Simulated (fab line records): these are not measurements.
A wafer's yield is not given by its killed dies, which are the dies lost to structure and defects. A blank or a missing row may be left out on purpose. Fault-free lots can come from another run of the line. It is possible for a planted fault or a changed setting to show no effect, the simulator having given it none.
Comparing a struck lot with a sound one | flow n5-finfet | 16 steps out of a route of 1938
Sound: the wafers L347.2, L347.3, L347.6. Wafers L337.1, L337.4, L337.5 were the ones struck. The cause comes at the end.
Per side, at each step with rows, come the tool, then ch with its chambers, and then its first start. Under that, the readings that differ: sound wafers | struck wafers | difference of the means | sigmas: that difference in standard deviations of wafers without a fault.
alike: a reading whose means differ by less than 2 such deviations, as well as words and numbers matching on both sides. not compared: withheld readings; readings where some wafer has no value; bounds like >300 that might hide an equal value; numbers whose values overlap and for which the record gives no deviation.
The two part at a step that has a row with sigmas, a row that says differs or no value, or rows on one side only. Numbers that don't overlap but have no deviation are shown without sigmas and don't part them. Lack of a reading on every wafer of one side parts them only where that side has two or more wafers.

first, 2 steps without rows for these wafers: N5_BEOL_M0_SAQP_HM_OPEN_112 (chemistry CHF3/O2, target SiO2, stops on a-Si, target depth 12 nm, time 13.5 s); N5_BEOL_M0_SAQP_STRIP_113 (strips in CHF3/O2).
N5_BEOL_M0_SAQP_MANDREL_ETCH_20: etches a-Si in HBr/Cl2, stops on SiNx, target depth 60 nm, bt time 10 s, time 30 s.
  sound on rie-si-02 ch 0,1,3, day 8 23:55; struck on rie-si-02 ch 0,2, day 6 10:41
  alike: HBr_flow_sccm, bias-w, drypump-motor-current-A, oes-product-au, throttle-valve-pct
  not compared: rf-hours-counter-h
N5_BEOL_M0_SAQP_STRIP_86: strips in N2/H2.
  sound on rie-diel-04 ch 0,1,2, day 9 00:01; struck on rie-diel-01 ch 2,3, day 6 10:47
  alike: drypump-motor-current-A, oes-product-au, rf-vpp-V, showerhead-plenum-p-Torr, throttle-valve-pct
  not compared: rf-hours-counter-h
then, 3 steps without rows for these wafers: N5_BEOL_M0_SAQP_STRIP_115 (strips in post etch residue remover, time 60 s); N5_BEOL_M0_SAQP_SRD_93 (time 30 s); N5_BEOL_M0_SAQP_RECESS_114 (chemistry HF/NH3, target SiO2, target depth 14.4 nm, afs cycles 3, sublimation time 60 s).
N5_BEOL_M0_SAQP_SPACER1_ALD_98: deposits SiO2, target thk 12.8 nm, pulse time 1 s, purge time 2 s.
  sound on ald-sin-01 ch 0,2, day 9 00:31; struck on ald-sin-01 ch 0,3, day 6 11:17
  alike: heater-power-w, precursor-pulse-height-rel
then, 1 step without rows for these wafers: N5_BEOL_M0_SAQP_SPACER1_ETCHBACK_99 (etches SiO2 in CHF3/O2, target depth 15.4 nm, time 7.7 s).
N5_BEOL_M0_SAQP_MANDREL1_REMOVE_100: chemistry HBr/Cl2/O2, target a-Si, stops on SiNx, bt time 10 s.
  sound on rie-si-02 ch 0,1, day 9 01:08; struck on rie-si-02 ch 0,2, day 6 11:58
  alike: drypump-motor-current-A, oes_o_777_au, oes-product-au, throttle-valve-pct
  not compared: rf-hours-counter-h
N5_BEOL_M0_SAQP_CD_MEAS_25: target cd 13.1 nm.
  sound on cd-sem-02 ch 0, day 9 01:14; struck on cd-sem-03 ch 0, day 6 12:05
  alike: cd-nm
N5_BEOL_M0_SAQP_ETCH_101: etches SiNx in CH3F/O2, target depth 29.9 nm, time 42.7 s.
  sound on rie-diel-04 ch 1,2, day 9 01:20; struck on rie-diel-04 ch 1,3, day 6 12:07
  alike: CH3F_flow_sccm, O2_flow_sccm, drypump-motor-current-A, oes_o_777_au, oes-product-au, rf-vpp-V, showerhead-plenum-p-Torr, throttle-valve-pct
  not compared: rf-hours-counter-h
N5_BEOL_M0_SAQP_ETCH_102: etches SiO2 in CF4, target depth 4 nm, time 4.4 s.
  sound on rie-si-03 ch 2,3, day 9 01:26; struck on rie-si-03 ch 0,1,2, day 6 12:13
  no value came back on the struck wafers for any of 5 readings (bias-w (W), cf4-flow-sccm (sccm) and others); on the sound wafers bias-w (W) reads 400.6 400.0 402.4
  not compared: rf-hours-counter-h
then, 1 step without rows for these wafers: N5_BEOL_M0_SAQP_MANDREL_ETCH_103 (etches a-Si in HBr/Cl2, stops on SiCN, target depth 45 nm, bt time 10 s, time 27 s).
N5_BEOL_M4_RC_MEAS_101:
  the record has rows for the sound wafers here (prober-02 ch 0, day 11 11:45) and none for the struck ones
-- a jump in the record: the struck wafers' starts before and after are 7 days apart (it breaks off in module BEOL_M4 and resumes in module PASSIVATION, where the first step shown is number 1936 of the route) --
N5_PASSIVATION_PROBE_49:
  the record has rows for the struck wafers here (prober-01, day 13 11:17) and none for the sound ones

WHERE THEY PART
Last at N5_PASSIVATION_PROBE_49 as far as this record goes, first at N5_BEOL_M0_SAQP_ETCH_102.

WHY: what had been put in by the simulator
Beginning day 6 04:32, the whole step at N5_BEOL_M0_SAQP_ETCH_102 was skipped on rie-si-03. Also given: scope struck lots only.
